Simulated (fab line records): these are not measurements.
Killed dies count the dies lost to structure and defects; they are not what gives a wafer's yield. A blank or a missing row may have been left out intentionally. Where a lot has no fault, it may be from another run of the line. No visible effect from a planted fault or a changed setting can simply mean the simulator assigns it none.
A lot that was struck, set against a sound lot + flow n5-finfet + 16 steps out of a route of 1938
Sound: wafers L380.2, L380.3, L380.4. Wafers L375.2, L375.3, L375.5 were the ones struck. At the end, the cause is stated.
Per side, at each step with rows, come the tool, then ch with its chambers, and then its first start. Under that, the readings that differ: sound wafers + struck wafers + difference of the means + sigmas: that difference in standard deviations of wafers without a fault.
alike: a reading whose means differ by less than 2 such deviations, as well as words and numbers matching on both sides. not compared: withheld readings; readings where some wafer has no value; bounds like >300 that might hide an equal value; numbers whose values overlap and for which the record gives no deviation.
A row with sigmas, a row that says differs or no value, or rows on one side alone: a step with any of these is where the two part. When numbers do not overlap yet have no deviation, they are printed without sigmas and do not part them. A reading that every wafer of one side lacks parts them only if that side has two wafers or more.

N5_MOL_CONTACT_COAG_ETCH_65: etches underlayer in N2/H2, target depth 13 nm, time 10.4 s.
  sound on rie-diel-01 ch 0,3, day 8 09:26; struck on rie-diel-02 ch 0,1, day 7 01:02
  alike: bias-w, drypump-motor-current-A, etch-rf-on-time-s, oes-product-au, rf-vpp-V, showerhead-plenum-p-Torr, throttle-valve-pct
  not compared: rf-hours-counter-h
then, 1 step without rows for these wafers: N5_MOL_CONTACT_COAG_ETCH_66 (etches SiARC in CF4, target depth 13 nm, time 21.7 s).
N5_MOL_CONTACT_COAG_ALD_133: deposits SiO2, target thk 5 nm, pulse time 1 s, co reactant pulse time 1 s.
  sound on ald-sin-03 ch 0,2,3, day 8 09:35; struck on ald-sin-04 ch 1,2,3, day 7 01:11
  alike: heater-power-w, precursor-pulse-height-rel
then, 1 step without rows for these wafers: N5_MOL_CONTACT_COAG_ETCHBACK_134 (etches SiO2 in CHF3, target depth 10 nm, time 6.7 s).
N5_MOL_CONTACT_COAG_ETCH_67: etches SOC in N2/H2, target depth 60 nm, overetch 21 nm, time 101.2 s.
  sound on rie-diel-01 ch 0,3, day 8 09:48; struck on rie-diel-06 ch 1,2,3, day 7 01:23
  alike: bias-w, drypump-motor-current-A, oes-product-au, rf-vpp-V, showerhead-plenum-p-Torr, throttle-valve-pct
  not compared: rf-hours-counter-h
then, 2 steps without rows for these wafers: N5_MOL_CONTACT_COAG_STRIP_68 (strips in N2/H2); N5_MOL_CONTACT_COAG_STRIP_69 (strips in N2/H2).
N5_MOL_CONTACT_COAG_ETCHBACK_136: etches SiO2 in CHF3, target depth 25 nm, time 16.7 s.
  sound on rie-diel-01 ch 0,3, day 8 09:53; struck on rie-diel-06 ch 1,2,3, day 7 01:29
  alike: CHF3_flow_sccm, bias-w, drypump-motor-current-A, oes_f_703_au, oes-product-au, rf-vpp-V, showerhead-plenum-p-Torr, throttle-valve-pct
  not compared: rf-hours-counter-h
then, 2 steps without rows for these wafers: N5_MOL_CONTACT_COAG_STRIP_120 (strips in CHF3); N5_MOL_CONTACT_COAG_VIA_ETCH_117 (etches SiO2 in C4F6/O2, target depth 40 nm, overetch 8 nm, time 26 s).
N5_MOL_CONTACT_COAG_ETCH_124: etches SiNx in CH3F/O2, stops on SiOC, target depth 6.5 nm.
  sound on rie-diel-01 ch 0,3, day 8 09:57; struck on rie-diel-06 ch 1,2,3, day 7 01:32
  alike: bias-w, drypump-motor-current-A, oes_f_703_au, oes-product-au, rf-vpp-V, showerhead-plenum-p-Torr, throttle-valve-pct
  not compared: rf-hours-counter-h
then, 1 step without rows for these wafers: N5_MOL_CONTACT_COAG_ETCH_48 (etches SiOC in C4F6/O2, target depth 15 nm, overetch 4.5 nm, time 17 s).
N5_MOL_CONTACT_COAG_STRIP_72: strips in N2/H2.
  sound on rie-diel-01 ch 0,3, day 8 10:03; struck on rie-diel-06 ch 1,2,3, day 7 01:38
| reading     | sound             | struck            | difference | sigmas |
|-------------|-------------------|-------------------|------------|--------|
| power-w (W) | 449.1 448.1 450.8 | 423.0 422.2 422.4 | -26.8      | -19    |
  alike: drypump-motor-current-A, oes-product-au, rf-vpp-V, showerhead-plenum-p-Torr, throttle-valve-pct
  not compared: rf-hours-counter-h
then, 1 step without rows for these wafers: N5_MOL_CONTACT_COAG_STRIP_49 (strips in N2/H2, time 30 s).
-- a jump in the record: the struck wafers' starts before and after are 3 days apart (it breaks off in module MOL_CONTACT_COAG and resumes in module BEOL_M4, where the first step shown is number 1111 of the route) --
N5_BEOL_M4_RC_MEAS_101:
  sound on prober-02 ch 0, day 11 07:08; struck on prober-02 ch 0, day 9 21:36
| reading       | sound          | struck         | difference | sigmas |
|---------------|----------------|----------------|------------|--------|
| ION_P (uA/um) | 477 472 471    | 456 453 449    | -21        | -3     |
| VT_P (mV)     | -245 -245 -246 | -256 -253 -258 | -10        | -3     |
  alike: DIBL_N, DIBL_P, IOFF_N, IOFF_P, ION_N, SS_N, SS_P, VT_N
-- here the record skips 4 days between the struck wafers' starts before and after, leaving off in module BEOL_M4 and picking up in module PASSIVATION (first step shown: number 1936 of the route) --
N5_PASSIVATION_PROBE_49:
  sound on prober-01 at day 15 16:55; struck on prober-01 at day 14 04:41
  alike: defect-limited-yield, killed_at_M0_to_M3, killed_at_M4_up, killed-at-contacts, killed-at-front-end, killed-at-other, killed-dies, killed-on-rim, killed-open, killed-short, sort_bin_5_function, sort_bin_6_memory, sort-n-pass, sort-yield-pct

## WHERE THEY PART
Last at N5_BEOL_M4_RC_MEAS_101 as far as this record goes, first at N5_MOL_CONTACT_COAG_STRIP_72. Later steps at which nothing parts them and some readings are alike: N5_PASSIVATION_PROBE_49.

WHY: the cause the simulator had injected
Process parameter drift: rie-diel-06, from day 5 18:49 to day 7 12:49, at N5_MOL_CONTACT_COAG_STRIP_72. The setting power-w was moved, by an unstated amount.
